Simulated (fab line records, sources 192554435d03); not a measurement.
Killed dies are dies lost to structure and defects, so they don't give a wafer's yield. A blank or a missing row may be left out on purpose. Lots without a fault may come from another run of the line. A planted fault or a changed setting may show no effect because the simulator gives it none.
fab line records | flow n5_finfet
record lots=6 wafers=18 last_day=17
route steps=1938 shown BEOL_M1@785 BEOL_M4@1111 PASSIVATION@1936
lots that met no fault: from a run of the same line without faults
start_h: hours from the record's first day to the start of the lot's first wafer shown | wait_h: hours since the lot's step before | " the same as in the row above | L1.1+2: a row that stands for several wafers | - no value, or no start given | * or withheld: withheld | < > ~ a bound
route shown NAME@n: a module of which the file shows steps, and the number in the route of the first | usual: mean/standard deviation of fault-free wafers | same: alike in all rows | chamber/n: place in a boat | sites: the reading at each site | _std_site: their standard deviation | _edge_site: outer sites' mean less inner sites' | radius_mm: how far each site lies from the wafer's centre | mask NAME#n: copy n | behind: the tool/chamber that last shaped the wafer | hold: why the lot was held/for how many hours/how that ended | device: the transistor (n, p or np) that didn't switch | end of line: the same wafers' tests at the end of the route | a step without rows: its recipe alone | killed: dies lost to structure and defects at the first sort, not the wafer's yield | map: a wafer's dies, x killed, . not, _ none there
set.NAME: the setting as run; set.NAME@STEP: as run at that earlier step | model.NAME: the simulator's own value behind a step, which no gauge read
lots at some steps of the route; a table a step, a row a wafer
services: from which hour (start_h, from the record's first day; less than 0 if before it) a tool's chamber was out of use, for how many hours, and why
## steps
# step N5_BEOL_M1_DEVELOP_27
# recipe develop_time_s=30 developer=TMAH resist=CAR-EUV rinse_liquid=surfactant_rinse dry=air_spin dev_temp_c=23
# step N5_BEOL_M1_CD_MEAS_28
# recipe landing_energy_ev=500 detector=se_inlens target_cd_y_nm=23.3
# usual cd_nm=24.07/0.22
# columns lot.wafer tool chamber start_h wait_h cd_nm
L933.2 cd_sem-02 0 131.55 - 24.10
L933.4 " 0 " " 24.05
L933.5 " 0 " " 23.80
L934.4 cd_sem-03 0 135.12 - 24.56
L934.5 " 0 " " 24.50
L934.6 " 0 " " 24.06
L940.3 cd_sem-03 0 169.23 - 24.19
L940.5 " 0 " " 24.09
L940.6 " 0 " " 24.39
L942.2 cd_sem-02 0 187.99 - 24.17
L942.3 " 0 " " 24.04
L942.4 " 0 " " 24.09
L953.1 cd_sem-03 0 254.26 - 23.95
L953.4 " 0 " " 24.17
L953.6 " 0 " " 23.78
L955.1 cd_sem-01 0 259.08 - 24.37
L955.4 " 0 " " 24.16
L955.5 " 0 " " 23.85
# step N5_BEOL_M1_OVL_MEAS_29
# recipe points_per_wafer=522
# usual V0_OVL=-0.1/0.67
# columns lot.wafer tool chamber start_h wait_h V0_OVL[nm]
L933.2 overlay-02 0 131.59 0.0 0.0
L933.4 " 0 " " 0.0
L933.5 " 0 " " 0.4
L934.4 overlay-02 0 135.16 0.0 -0.5
L934.5 " 0 " " -0.5
L934.6 " 0 " " -0.6
L940.3 overlay-02 0 169.27 0.0 0.5
L940.5 " 0 " " 0.1
L940.6 " 0 " " 0.2
L942.2 overlay-01 0 188.02 0.0 0.4
L942.3 " 0 " " 0.0
L942.4 " 0 " " -0.5
L953.1 overlay-01 0 254.30 0.0 -0.2
L953.4 " 0 " " -0.8
L953.6 " 0 " " -1.1
L955.1 overlay-01 0 259.11 0.0 0.2
L955.4 " 0 " " 0.5
L955.5 " 0 " " 0.8
# step N5_BEOL_M1_INSPECT_30
# recipe mode=adi inspect_instrument=brightfield
# usual raw_defect_count=404/100
# columns lot.wafer tool chamber start_h wait_h raw_defect_count
L933.2 defect_inspect-01 - 131.64 0.0 353
L933.4 " - " " 396
L933.5 " - " " 373
L934.4 defect_inspect-01 - 135.20 0.0 361
L934.5 " - " " 258
L934.6 " - " " 302
L940.3 defect_inspect-01 - 169.32 0.0 231
L940.5 " - " " 295
L940.6 " - " " 280
L942.2 defect_inspect-01 - 188.08 0.0 355
L942.3 " - " " 440
L942.4 " - " " 569
L953.1 defect_inspect-02 - 254.36 0.1 276
L953.4 " - " " 213
L953.6 " - " " 348
L955.1 defect_inspect-01 - 259.17 0.1 452
L955.4 " - " " 450
L955.5 " - " " 492
# step N5_BEOL_M1_DESCUM_33
# recipe chemistry=O2 time_s=7 source_power_w=50 bias_power_w=20 pressure_mtorr=20 rf_frequency_hz=2.712e+07 temp_c=40 resist=CAR-EUV o2_flow_sccm=225
# step N5_BEOL_M1_ETCH_77
# recipe chemistry=N2/H2 target=underlayer target_depth_a=65 mask_material=CAR-EUV time_s=5.2 ion_energy_ev=200 pressure_mtorr=30 source_w=840 bias_w=150 n2_flow_sccm=200 h2_flow_sccm=200 ends=cleared
# usual drypump_motor_current_A=5.7/0.42 etch_rf_on_time_s=5.20/0.13 oes_product_au=0.69/0.062 rf_fwd_power_W=819.3/2.3 rf_vpp_V=525/3.1 showerhead_plenum_p_Torr=2.57/0.1 throttle_valve_pct=17.82/0.26
# columns lot.wafer tool chamber start_h wait_h drypump_motor_current_A etch_rf_on_time_s oes_product_au rf_fwd_power_W rf_hours_counter_h rf_vpp_V showerhead_plenum_p_Torr throttle_valve_pct
L933.2 rie_diel-04 3 131.71 0.0 6.0 4.99 0.81 821.8 12 524 2.58 17.81
L933.4 " 1 " " 5.6 5.36 0.59 820.8 - 523 2.50 17.79
L933.5 " 2 " " 5.3 5.05 0.73 820.8 - 523 2.45 17.92
L934.4 rie_diel-04 1 135.50 0.0 5.5 5.37 0.59 820.8 197 524 2.50 17.80
L934.5 " 1 " " 5.6 5.32 0.60 819.0 - 525 2.50 17.77
L934.6 " 2 " " 5.3 5.07 0.72 822.5 - 522 2.45 17.93
L940.3 rie_diel-04 1 169.39 0.0 5.6 5.28 0.59 822.6 207 524 2.50 17.79
L940.5 " 3 " " 6.0 5.01 0.79 823.0 - 523 2.58 17.83
L940.6 " 2 " " 5.3 5.04 0.71 822.1 - 520 2.45 17.93
L942.2 rie_diel-06 0 188.16 0.0 5.6 5.33 0.63 817.4 200 520 2.41 17.93
L942.3 " 3 " " 5.6 5.24 0.64 819.8 - 525 2.64 17.76
L942.4 " 0 " " 5.7 5.39 0.62 817.0 - 520 2.41 17.91
L953.1 rie_diel-02 2 254.43 0.0 6.5 5.35 0.65 814.1 105 523 2.46 18.23
L953.4 " 2 " " 6.5 5.35 0.65 815.3 - 520 2.46 18.24
L953.6 " 1 " " 5.6 5.30 0.73 817.5 - 526 2.70 17.77
L955.1 rie_diel-02 0 259.24 0.0 5.1 5.05 0.64 815.3 182 525 2.64 18.05
L955.4 " 0 " " 5.1 5.04 0.64 819.0 - 526 2.64 18.10
L955.5 " 2 " " 6.5 5.32 0.65 818.9 - 522 2.46 18.25
# step N5_BEOL_M1_ETCH_69
# recipe chemistry=CF4 target=SiARC target_depth_a=156 mask_material=CAR-EUV time_s=26 ion_energy_ev=80 pressure_mtorr=40 source_w=545 bias_w=36 Ar_flow_sccm=100 cf4_flow_sccm=100 ends=cleared
# usual drypump_motor_current_A=5.7/0.42 etch_rf_on_time_s=26.0/0.6 oes_product_au=0.69/0.064 rf_fwd_power_W=531.4/1.7 rf_vpp_V=184.4/1.2 showerhead_plenum_p_Torr=2.17/0.086 throttle_valve_pct=15.58/0.25
# columns lot.wafer tool chamber start_h wait_h drypump_motor_current_A etch_rf_on_time_s oes_product_au rf_fwd_power_W rf_hours_counter_h rf_vpp_V showerhead_plenum_p_Torr throttle_valve_pct
L933.2 rie_diel-04 3 131.73 0.0 6.0 24.9 0.81 530.8 12 184.4 2.19 15.56
L933.4 " 1 " " 5.5 26.3 0.60 528.0 - 184.0 2.14 15.72
L933.5 " 2 " " 5.4 25.5 0.72 533.3 - 183.5 2.07 15.63
L934.4 rie_diel-04 1 135.52 0.0 5.5 26.6 0.60 533.2 197 184.3 2.14 15.73
L934.5 " 1 " " 5.6 26.5 0.60 532.9 - 182.6 2.14 15.73
L934.6 " 2 " " 5.4 25.1 0.73 533.3 - 183.1 2.07 15.62
L940.3 rie_diel-04 1 169.40 0.0 5.5 26.5 0.60 530.3 207 182.7 2.13 15.75
L940.5 " 3 " " 6.0 25.1 0.79 530.3 - 185.1 2.18 15.60
L940.6 " 2 " " 5.3 25.5 0.71 530.4 - 181.7 2.07 15.67
L942.2 rie_diel-06 0 188.19 0.0 5.6 27.3 0.60 530.5 200 184.4 2.04 15.73
L942.3 " 3 " " 5.6 27.0 0.64 534.2 - 185.1 2.20 15.50
L942.4 " 0 " " 5.6 27.2 0.61 530.8 - 182.9 2.04 15.71
L953.1 rie_diel-02 2 254.44 0.0 6.5 26.3 0.65 529.7 105 183.7 2.06 15.89
L953.4 " 2 " " 6.5 26.4 0.65 532.9 - 184.7 2.06 15.90
L953.6 " 1 " " 5.7 25.9 0.74 533.3 - 185.1 2.26 15.30
L955.1 rie_diel-02 0 259.26 0.0 5.1 25.5 0.63 531.2 182 184.9 2.23 15.93
L955.4 " 0 " " 5.1 25.5 0.62 534.2 - 184.9 2.23 15.92
L955.5 " 2 " " 6.5 26.1 0.66 532.2 - 183.3 2.06 15.88
# step N5_BEOL_M1_ALD_98
# recipe material=SiO2 target_thk_a=25 temp_c=100 ald_precursor_family=BDEAS ald_co_reactant=O2-plasma pulse_time_s=1 co_reactant_pulse_time_s=1 purge_time_s=2 co_reactant_purge_time_s=2 ald_cycles=17 pressure_torr=2
# usual heater_power_w=81/12 precursor_pulse_height_rel=1.001/0.02
# columns lot.wafer tool chamber start_h wait_h heater_power_w precursor_pulse_height_rel
L933.2 ald_sin-01 0 131.98 0.2 77 1.029
L933.4 " 3 " " 82 1.013
L933.5 " 3 " " 82 0.997
L934.4 ald_sin-04 0 135.60 0.1 81 1.013
L934.5 " 2 " " 63 0.998
L934.6 " 1 " " 100 1.020
L940.3 ald_sin-02 3 169.49 0.1 100 0.979
L940.5 " 1 " " 75 1.013
L940.6 " 2 " " 88 0.983
L942.2 ald_sin-02 2 188.38 0.2 89 1.025
L942.3 " 1 " " 78 1.005
L942.4 " 0 " " 84 0.958
L953.1 ald_sin-04 2 254.57 0.1 64 0.989
L953.4 " 3 " " 83 1.015
L953.6 " 3 " " 84 0.984
L955.1 ald_sin-02 3 259.38 0.1 102 0.970
L955.4 " 1 " " 76 1.007
L955.5 " 1 " " 76 0.993
# step N5_BEOL_M1_ETCHBACK_99
# recipe chemistry=CHF3 target=SiO2 target_depth_a=50 time_s=10.4 source_w=215 bias_w=47 Ar_flow_sccm=200 CHF3_flow_sccm=12 ion_energy_ev=100 pressure_mtorr=30
# usual drypump_motor_current_A=5.8/0.43 oes_product_au=0.82/0.067 rf_fwd_power_W=211.8/0.92 rf_vpp_V=239/3.1 showerhead_plenum_p_Torr=2.18/0.09 throttle_valve_pct=17.01/0.27
# columns lot.wafer tool chamber start_h wait_h drypump_motor_current_A oes_product_au rf_fwd_power_W rf_hours_counter_h rf_vpp_V showerhead_plenum_p_Torr throttle_valve_pct
L933.2 rie_diel-02 0 135.10 3.1 5.1 0.77 211.8 143 243 2.27 17.39
L933.4 " 1 " " 5.6 0.91 213.1 31 236 2.28 16.68
L933.5 " 0 " " 5.1 0.77 211.3 - 242 2.27 17.37
L934.4 rie_diel-06 2 142.88 7.2 6.0 0.83 211.9 68 242 2.27 16.82
L934.5 " 2 " " 6.0 0.83 211.8 - 244 2.27 16.82
L934.6 " 1 " " 6.1 0.88 213.6 - 237 2.11 16.70
L940.3 rie_diel-02 2 170.56 1.0 6.5 0.80 212.1 76 235 2.07 17.30
L940.5 " 2 " " 6.5 0.79 212.5 - 237 2.07 17.30
L940.6 " 1 " " 5.6 0.89 212.0 - 236 2.28 16.71
L942.2 rie_diel-02 1 189.13 0.7 5.6 0.87 214.1 47 236 2.28 16.74
L942.3 " 3 " " 5.9 0.82 210.4 75 240 2.29 16.65
L942.4 " 0 " " 5.1 0.75 210.9 159 243 2.26 17.40
L953.1 rie_diel-04 0 257.45 2.8 5.7 0.89 210.1 36 243 2.09 16.69
L953.4 " 2 " " 5.3 0.80 212.3 116 238 2.07 17.16
L953.6 " 1 " " 5.5 0.69 211.3 - 243 2.13 17.21
L955.1 rie_diel-02 0 261.32 1.9 5.1 0.73 211.5 183 242 2.26 17.45
L955.4 " 1 " " 5.7 0.85 213.0 - 238 2.27 16.77
L955.5 " 0 " " 5.1 0.74 211.8 - 243 2.26 17.45
# step N5_BEOL_M1_ETCH_70
# recipe chemistry=N2/H2 target=SOC target_depth_a=800 overetch_a=160 mask_material=SiARC temp_c=40 time_s=120 ion_energy_ev=200 pressure_mtorr=30 source_w=840 bias_w=150 n2_flow_sccm=200 h2_flow_sccm=200
# usual drypump_motor_current_A=5.8/0.42 oes_product_au=0.63/0.051 rf_fwd_power_W=834.1/2.8 rf_vpp_V=524.7/2.8 run_length_s=143.4/0.55 showerhead_plenum_p_Torr=2.57/0.1 throttle_valve_pct=17.75/0.28
# columns lot.wafer tool chamber start_h wait_h drypump_motor_current_A oes_product_au rf_fwd_power_W rf_hours_counter_h rf_vpp_V run_length_s showerhead_plenum_p_Torr throttle_valve_pct
L933.2 rie_diel-02 0 135.14 0.0 5.1 0.57 833.7 143 526.3 144.4 2.66 17.98
L933.4 " 1 " " 5.6 0.70 837.5 31 528.2 142.6 2.72 17.67
L933.5 " 0 " " 5.1 0.57 831.6 - 528.1 144.8 2.66 17.96
L934.4 rie_diel-06 2 142.92 0.0 6.0 0.65 835.3 69 528.4 143.2 2.67 17.43
L934.5 " 2 " " 6.0 0.65 835.6 - 527.4 142.8 2.67 17.44
L934.6 " 1 " " 6.2 0.67 835.7 - 522.5 143.1 2.50 17.51
L940.3 rie_diel-02 2 170.60 0.0 6.5 0.61 833.6 76 521.3 143.7 2.47 18.15
L940.5 " 2 " " 6.5 0.61 832.3 - 520.3 143.4 2.47 18.16
L940.6 " 1 " " 5.6 0.69 834.6 - 529.3 143.0 2.71 17.67
L942.2 rie_diel-02 1 189.16 0.0 5.6 0.68 836.0 47 527.5 143.1 2.71 17.69
L942.3 " 3 " " 5.9 0.62 837.3 75 528.5 142.9 2.68 17.21
L942.4 " 0 " " 5.1 0.57 837.3 159 525.9 144.6 2.65 18.00
L953.1 rie_diel-04 0 257.48 0.0 5.7 0.68 836.7 36 521.7 143.0 2.48 17.48
L953.4 " 2 " " 5.3 0.61 834.9 116 522.6 143.5 2.44 17.94
L953.6 " 1 " " 5.5 0.53 831.3 - 522.8 142.8 2.49 17.81
L955.1 rie_diel-02 0 261.36 0.0 5.1 0.55 831.6 183 526.9 144.7 2.64 18.04
L955.4 " 1 " " 5.6 0.66 832.8 - 527.2 143.0 2.70 17.73
L955.5 " 0 " " 5.1 0.56 834.4 - 526.2 144.2 2.64 18.02
# step N5_BEOL_M1_STRIP_71
# recipe chemistry=N2/H2 temp_c=40 n2_flow_sccm=200 h2_flow_sccm=200 rf_frequency_hz=6e+07
# step N5_BEOL_M1_STRIP_78
# recipe chemistry=N2/H2 temp_c=40 n2_flow_sccm=200 h2_flow_sccm=200 rf_frequency_hz=6e+07
# step N5_BEOL_M1_VIA_ETCH_34
# recipe chemistry=C4F6/O2 target_depth_a=678 mask_material=SOC pressure_mtorr=15 ion_energy_ev=250 taper_deg=4 time_s=64.4 source_w=350 bias_w=170 Ar_flow_sccm=300 C4F6_flow_sccm=10 O2_flow_sccm=10
# usual drypump_motor_current_A=5.8/0.42 oes_product_au=0.82/0.068 rf_fwd_power_W=346.5/1.3 rf_vpp_V=661/8 run_length_s=87.8/0.52 showerhead_plenum_p_Torr=2.87/0.11 throttle_valve_pct=30.7/0.35
# columns lot.wafer tool chamber start_h wait_h drypump_motor_current_A oes_product_au rf_fwd_power_W rf_hours_counter_h rf_vpp_V run_length_s showerhead_plenum_p_Torr throttle_valve_pct model.etch.depth_nm model.SOC_of_BEOL_M1_COAT_67.thk_nm
L933.2 rie_diel-02 0 135.24 0.0 5.1 0.76 345.5 144 667 88.4 2.99 31.3 69.04 51.6
L933.4 " 1 " " 5.6 0.91 347.5 31 653 87.9 3.01 30.5 68.02 52
L933.5 " 0 " " 5.1 0.76 344.9 - 669 88.6 2.99 31.3 68.27 51.8
L934.4 rie_diel-06 2 143.02 0.0 6.0 0.84 346.4 69 672 87.7 2.99 30.6 66.67 52
L934.5 " 2 " " 6.0 0.84 345.5 - 671 88.1 2.99 30.6 66.09 52
L934.6 " 1 " " 6.2 0.87 347.8 - 654 87.9 2.79 30.3 67.49 52
L940.3 rie_diel-02 2 170.70 0.0 6.5 0.80 - 77 653 78.8 2.74 31.1 57.4 53.2
L940.5 " 2 " " 6.6 0.80 348.1 - 654 87.8 2.74 31.1 67.16 52.2
L940.6 " 1 " " 5.6 0.90 347.3 - 655 87.0 3.01 30.5 68.23 52
L942.2 rie_diel-02 1 189.26 0.0 5.6 0.89 - 47 655 77.6 3.00 30.5 57.8 53
L942.3 " 3 " " 5.9 0.83 - 75 663 77.9 3.01 30.4 57.83 53
L942.4 " 0 " " 5.1 0.76 347.6 159 669 88.4 2.98 31.3 69.02 51.6
L953.1 rie_diel-04 0 257.58 0.0 5.7 0.89 346.5 36 670 87.4 2.76 30.2 67.86 52.2
L953.4 " 2 " " 5.4 0.80 345.8 116 657 88.7 2.73 30.8 68.44 52
L953.6 " 1 " " 5.6 0.69 346.4 - 674 87.4 2.82 30.8 67.45 52.2
L955.1 rie_diel-02 0 261.46 0.0 5.1 0.74 347.1 183 668 88.4 2.97 31.4 68.56 52
L955.4 " 1 " " 5.6 0.85 345.1 - 654 87.0 2.99 30.5 66.82 52.2
L955.5 " 0 " " 5.1 0.73 348.2 - 669 88.4 2.97 31.4 68.59 52.2
# step N5_BEOL_M1_STRIP_83
# recipe chemistry=C4F6/O2 resist=SiARC rf_frequency_hz=6e+07
# step N5_BEOL_M4_RC_MEAS_101
# usual DIBL_N=37.1/1.9 DIBL_P=37.2/2.3 IOFF_N=0.18/0.04 IOFF_P=0.23/0.044 ION_N=682/11 ION_P=468/8.6 SS_N=71.9/0.68 SS_P=73.5/0.74 VT_N=248/3.4 VT_P=-248/3.4
# columns lot.wafer tool chamber start_h wait_h DIBL_N[mV/V] DIBL_P[mV/V] IOFF_N[nA/um] IOFF_P[nA/um] ION_N[uA/um] ION_P[uA/um] SS_N[mV/dec] SS_P[mV/dec] VT_N[mV] VT_P[mV]
L933.2 prober-02 0 170.41 0.2 37.1 35.4 0.15 0.20 676 472 71.3 73.0 251 -250
L933.4 " 0 " " 37.4 35.7 0.16 0.22 683 470 72.0 73.1 249 -248
L933.5 " 0 " " 36.1 33.8 0.13 0.18 667 461 71.6 73.3 251 -253
L934.4 prober-02 0 191.53 0.7 36.1 37.4 0.18 0.25 680 470 71.8 73.8 249 -248
L934.5 " 0 " " 34.6 35.3 0.14 0.21 666 466 71.7 73.4 253 -247
L934.6 " 0 " " 36.5 38.6 0.18 0.27 684 478 71.5 73.8 249 -245
L940.3 prober-01 0 212.99 0.3 35.9 36.9 0.17 0.24 690 474 71.9 73.0 249 -249
L940.5 " 0 " " 37.3 37.5 0.20 0.25 693 482 71.7 73.8 244 -244
L940.6 " 0 " " 37.6 38.9 0.23 0.27 705 477 72.3 73.9 242 -246
L942.2 prober-01 0 226.36 0.2 34.4 36.7 0.15 0.18 683 470 71.2 73.1 252 -253
L942.3 " 0 " " 35.2 36.9 0.14 0.18 675 462 71.4 72.7 253 -254
L942.4 " 0 " " 35.6 38.5 0.16 0.20 686 469 71.0 74.2 249 -252
L953.1 prober-02 0 295.37 0.0 40.0 39.4 0.24 0.25 687 466 73.4 73.9 243 -250
L953.4 " 0 " " 39.3 39.9 0.23 0.27 700 475 72.2 74.8 246 -248
L953.6 " 0 " " 41.0 39.7 0.28 0.27 695 464 73.7 74.2 244 -248
L955.1 prober-02 0 297.82 0.0 38.2 40.0 0.20 0.27 678 458 71.4 75.1 246 -247
L955.4 " 0 " " 36.9 36.7 0.16 0.21 668 457 71.6 72.9 252 -252
L955.5 " 0 " " 37.0 37.8 0.19 0.23 683 464 71.7 73.2 247 -249
# step N5_PASSIVATION_PROBE_49
# usual defect_limited_yield=91.5/1.4 killed_at_M0_to_M3=32/9.7 killed_at_M4_up=14/5.3 killed_at_contacts=11/6 killed_at_front_end=39/14 killed_at_other=3.3/2.7 killed_dies=100/17 killed_on_rim=14/4 killed_open=66/13 killed_short=32/7.4 sort_bin_5_function=4.9/0.9 sort_bin_6_memory=3.2/0.72 sort_n_pass=1080/17 sort_yield_pct=91.5/1.4
# same gross_dies=1180 killed_at_back_side=0 sort_bin_4_leakage[%]=0 sort_bin_8_speed[%]=0
# columns lot.wafer tool chamber start_h wait_h defect_limited_yield[%] killed_at_M0_to_M3 killed_at_M4_up killed_at_contacts killed_at_front_end killed_at_other killed_dies killed_on_rim killed_open killed_short sort_bin_5_function[%] sort_bin_6_memory[%] sort_n_pass sort_yield_pct[%]
L933.2 prober-02 - 277.77 0.1 92.9 29 14 14 26 1 84 12 54 30 4.7 2.1 1096 92.9
L933.4 prober-02 - 277.87 0.2 90.0 69 14 7 28 0 118 18 79 35 5.8 3.5 1062 90.0
L933.5 prober-02 - 277.92 0.2 90.7 36 15 11 47 1 110 16 67 42 5.7 3.4 1070 90.7
L934.4 prober-02 - 300.43 0.2 91.6 43 12 19 24 1 99 11 68 31 5.7 2.6 1081 91.6
L934.5 prober-02 - 300.48 0.2 92.1 40 12 16 23 2 93 14 66 27 5.2 2.4 1087 92.1
L934.6 prober-02 - 300.53 0.3 92.9 40 3 12 26 3 84 8 59 25 4.1 2.9 1096 92.9
L940.3 prober-02 - 311.43 0.1 91.1 26 17 11 50 1 105 16 64 35 5.1 3.2 1075 91.1
L940.5 prober-02 - 311.53 0.2 91.1 21 11 12 61 0 105 17 73 31 4.9 3.7 1075 91.1
L940.6 prober-02 - 311.58 0.3 89.0 38 10 18 57 7 130 23 70 42 5.9 3.6 1050 89.0
L942.2 prober-01 - 328.74 0.1 92.6 20 21 8 33 5 87 11 59 27 4.2 3.0 1093 92.6
L942.3 prober-01 - 328.79 0.1 92.5 16 11 9 52 1 89 10 61 26 4.1 3.1 1091 92.5
L942.4 prober-01 - 328.84 0.2 91.9 16 8 12 54 5 95 10 63 30 4.9 2.9 1085 91.9
L953.1 prober-02 - 392.28 0.0 89.1 57 10 11 49 2 129 20 85 38 5.7 4.8 1051 89.1
L953.4 prober-02 - 392.43 0.2 87.7 46 18 9 71 1 145 18 86 58 7.0 5.0 1035 87.7
L953.6 prober-02 - 392.53 0.3 88.1 51 12 3 71 3 140 19 84 52 6.0 5.2 1040 88.1
# killed by level:class
L933.2 FIN_SAQP:geometric_particle:open=10 MOL_CONTACT_COAG:geometric_particle:open=9 DUMMY_GATE:geometric_particle:open=7 BEOL_M1:geometric_particle:open=7 BEOL_M0_SAQP:geometric_particle:open=6 BEOL_M5:geometric_particle:short=6 MOL_CONTACT_COAG:geometric_particle:short=5 BEOL_M0_SAQP:geometric_particle:short=5
L933.4 BEOL_M2:geometric_particle:open=20 BEOL_M0_SAQP:geometric_particle:short=12 BEOL_M0_SAQP:geometric_particle:open=11 BEOL_M1:geometric_particle:open=7 BEOL_M3:geometric_particle:open=7 DUMMY_GATE:geometric_particle:open=6 MOL_CONTACT_COAG:geometric_particle:open=6 BEOL_M2:geometric_particle:short=5
L933.5 FIN_SAQP:geometric_particle:open=17 FIN_SAQP:geometric_particle:short=10 BEOL_M0_SAQP:geometric_particle:short=10 BEOL_M2:geometric_particle:open=9 MOL_CONTACT_COAG:geometric_particle:open=8 BEOL_M0_SAQP:geometric_particle:open=8 DUMMY_GATE:geometric_particle:open=6 STI_FIN_REVEAL:geometric_particle:open=5
L934.4 MOL_CONTACT_COAG:geometric_particle:open=12 BEOL_M3:geometric_particle:open=11 BEOL_M0_SAQP:geometric_particle:short=8 MOL_CONTACT_COAG:geometric_particle:short=7 BEOL_M2:geometric_particle:open=7 BEOL_M0_SAQP:geometric_particle:open=5 BEOL_M1:geometric_particle:open=5 STI_FIN_REVEAL:geometric_particle:open=4
L934.5 MOL_CONTACT_COAG:geometric_particle:open=14 BEOL_M0_SAQP:geometric_particle:short=9 STI_FIN_REVEAL:geometric_particle:open=7 BEOL_M0_SAQP:geometric_particle:open=7 BEOL_M3:geometric_particle:open=7 BEOL_M0:geometric_particle:open=5 BEOL_M1:geometric_particle:open=4 BEOL_M2:geometric_particle:open=4
L934.6 STI_FIN_REVEAL:geometric_particle:open=10 MOL_CONTACT_COAG:geometric_particle:open=10 BEOL_M1:geometric_particle:open=8 BEOL_M0:geometric_particle:open=8 BEOL_M0_SAQP:geometric_particle:short=7 BEOL_M0_SAQP:geometric_particle:open=7 BEOL_M2:geometric_particle:open=4 BEOL_M3:geometric_particle:open=3
L940.3 MOL_CONTACT_COAG:geometric_particle:open=8 STI_FIN_REVEAL:geometric_particle:open=7 FIN_SAQP:geometric_particle:short=6 FIN_SAQP:geometric_particle:open=6 DUMMY_GATE:geometric_particle:open=6 GATE_CUT:geometric_particle:short=6 BEOL_M0_SAQP:geometric_particle:short=6 BEOL_M4:geometric_particle:open=6
L940.5 FIN_SAQP:geometric_particle:open=19 FIN_SAQP:geometric_particle:short=13 STI_FIN_REVEAL:geometric_particle:open=13 MOL_CONTACT_COAG:geometric_particle:open=10 STARTING-WAFER:geometric_particle:open=4 DUMMY_GATE:geometric_particle:open=4 BEOL_M0_SAQP:geometric_particle:short=4 BEOL_M1:geometric_particle:open=4
L940.6 HKMG_FIN:area_etch=15 MOL_CONTACT_COAG:geometric_particle:open=14 BEOL_M0_SAQP:geometric_particle:short=11 FIN_SAQP:geometric_particle:short=8 STI_FIN_REVEAL:geometric_particle:open=8 FIN_SAQP:geometric_particle:open=7 BEOL_M3:geometric_particle:open=7 BEOL_M0_SAQP:geometric_particle:open=7
L942.2 STI_FIN_REVEAL:geometric_particle:open=11 BEOL_M4:geometric_particle:open=8 DUMMY_GATE:geometric_particle:open=7 MOL_CONTACT_COAG:geometric_particle:open=7 BEOL_M3:geometric_particle:open=6 FIN_SAQP:geometric_particle:short=4 STI_FIN_REVEAL:geometric_particle:short=4 BEOL_M1:geometric_particle:open=3
L942.3 STI_FIN_REVEAL:geometric_particle:open=16 FIN_SAQP:geometric_particle:short=11 FIN_SAQP:geometric_particle:open=11 MOL_CONTACT_COAG:geometric_particle:open=8 BEOL_M4:geometric_particle:open=5 BEOL_M0_SAQP:geometric_particle:short=4 BEOL_M2:geometric_particle:open=4 DUMMY_GATE:geometric_particle:open=3
L942.4 STI_FIN_REVEAL:geometric_particle:open=17 FIN_SAQP:geometric_particle:open=14 MOL_CONTACT_COAG:geometric_particle:open=10 FIN_SAQP:geometric_particle:short=6 STI_FIN_REVEAL:geometric_particle:short=5 BEOL_M0_SAQP:geometric_particle:open=4 GATE_CUT:geometric_particle:open=3 BEOL_M0_SAQP:geometric_particle:short=3
L953.1 FIN_SAQP:geometric_particle:open=20 BEOL_M0_SAQP:geometric_particle:open=17 BEOL_M0_SAQP:geometric_particle:short=16 BEOL_M3:geometric_particle:open=14 MOL_CONTACT_COAG:geometric_particle:open=8 FIN_SAQP:geometric_particle:short=6 STI_FIN_REVEAL:geometric_particle:open=4 STARTING-WAFER:geometric_particle:open=4
L953.4 FIN_SAQP:geometric_particle:open=27 FIN_SAQP:geometric_particle:short=16 BEOL_M0_SAQP:geometric_particle:short=14 BEOL_M0_SAQP:geometric_particle:open=12 GATE_CUT:geometric_particle:short=9 STI_FIN_REVEAL:geometric_particle:open=7 BEOL_M2:geometric_particle:open=7 MOL_CONTACT_COAG:geometric_particle:open=6
L953.6 FIN_SAQP:geometric_particle:open=18 BEOL_M0_SAQP:geometric_particle:short=17 BEOL_M0_SAQP:geometric_particle:open=13 FIN_SAQP:geometric_particle:short=11 STI_FIN_REVEAL:geometric_particle:open=11 BEOL_M1:geometric_particle:open=8 DUMMY_GATE:geometric_particle:open=5 ILD0:geometric_particle:open=5
## services
# columns tool chamber start_h hours kind
ald_sin-01 2 121.58 1.6 repair
rie_diel-02 3 139.39 2.0 repair
rie_diel-04 3 146.43 9.5 repair
ald_sin-01 0 155.56 9.1 repair
ald_sin-01 - 176.91 14.0 pm
ald_sin-01 0 176.91 14.0 vent_cycle
ald_sin-01 1 176.91 14.0 vent_cycle
ald_sin-01 2 176.91 14.0 vent_cycle
ald_sin-01 3 176.91 14.0 vent_cycle
rie_diel-06 1 181.26 7.0 repair
rie_diel-06 2 187.71 4.6 repair
ald_sin-01 0 190.91 - clean
ald_sin-01 1 190.91 - clean
ald_sin-01 2 190.91 - clean
ald_sin-01 3 190.91 - clean
ald_sin-01 0 211.20 20.1 repair
rie_diel-02 3 240.22 32.8 repair
## key
first_sign step=N5_BEOL_M1_VIA_ETCH_34 reading=run_length_s direction=down sigmas=18 usual=* struck=*
effect none on later readings
model_effect step=N5_BEOL_M1_VIA_ETCH_34 value=etch.depth_nm without=67.55 struck=57.67
met_at N5_BEOL_M1_VIA_ETCH_34
struck_wafers L940.3,L942.2,L942.3
baseline_loss step=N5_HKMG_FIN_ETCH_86 wafers=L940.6
onset_between 135.24 170.70
fault kind=process_parameter_drift tool=rie_diel-02 chamber=- onset_h=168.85 steps=N5_BEOL_M1_VIA_ETCH_34 channel=time_s offset=* shape=step end_h=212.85 scope=struck_wafers_only acts_in=* stated=*
# baseline_loss: these wafers lose ten dies or more at that step, a loss of the line's own and not of a fault; the sort's usual values leave them out
